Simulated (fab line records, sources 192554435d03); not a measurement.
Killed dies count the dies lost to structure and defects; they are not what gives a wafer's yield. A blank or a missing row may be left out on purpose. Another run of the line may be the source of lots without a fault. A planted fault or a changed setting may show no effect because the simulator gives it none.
Chamber matching    flow n5 finfet    3 sister chambers for N5_BEOL_M8_DEP_56 on pecvd-01
The step deposits SiCN from 3MS/NH3, target thk 10 nm, time 17.5 s. 18 wafers are shown with their chamber, then 9 later ones without.

WAFERS WITH THEIR CHAMBER
wafer   chamber  showerhead plenum p Torr (Torr)  throttle valve pct (%)
L075.1  1        3.678                            8.8
L075.3  0        3.656                            9.3
L075.5  0        3.657                            9.3
L078.1  1        3.678                            9.0
L078.2  0        3.649                            9.1
L078.6  2        3.660                            8.1
L080.1  0        3.655                            8.7
L080.2  2        3.660                            8.6
L080.6  0        3.656                            9.3
L083.1  2        3.655                            8.1
L083.2  0        3.649                            9.2
L083.3  1        3.685                            8.7
L082.2  1        3.673                            8.9
L082.5  2        3.653                            8.2
L082.6  0        3.648                            9.1
L087.1  1        3.665                            8.5
L087.3  2        3.653                            8.1
L087.5  2        3.660                            8.1

SIGNATURES (averages over the wafers above)
reading                   chamber 0  chamber 1  chamber 2  scatter within a chamber
showerhead plenum p Torr  3.65286    3.67580    3.65683    0.00501
throttle valve pct        9.143      8.780      8.200      0.204
Rule: a wafer lies at a distance from a chamber equal to the root of the sum of squares, over the readings, of (its reading less the chamber's mean, divided by the reading's scatter). The wafer belongs to the nearest chamber; if the next one is less than 2 further off, it can't be placed. The scatter: the root of (the sum of the squares of (reading less its chamber's mean) over the shown wafers, divided by (wafers less chambers)).

WAFERS WITHOUT THEIR CHAMBER
wafer   showerhead plenum p Torr (Torr)  throttle valve pct (%)
L094.2  3.674                            8.8
L094.5  3.677                            8.9
L094.6  3.655                            9.3
L095.1  3.670                            8.6
L095.2  3.648                            8.3
L095.3  3.650                            8.8
L095.4  3.660                            8.1
L095.5  3.678                            9.0
L095.6  3.645                            9.2

WHICH CHAMBER EACH ONE RAN IN
wafer   from the rows above      in truth
L094.2  1                        1
L094.5  1                        1
L094.6  0                        0
L095.1  can't be placed: 1 or 2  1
L095.2  2                        2
L095.3  can't be placed: 0 or 2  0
L095.4  2                        2
L095.5  1                        1
L095.6  0                        0
Correctly placed: 7 of 9. These rows do not allow placing 2 (true chamber among the candidates in 2). Placed wrongly: 0.
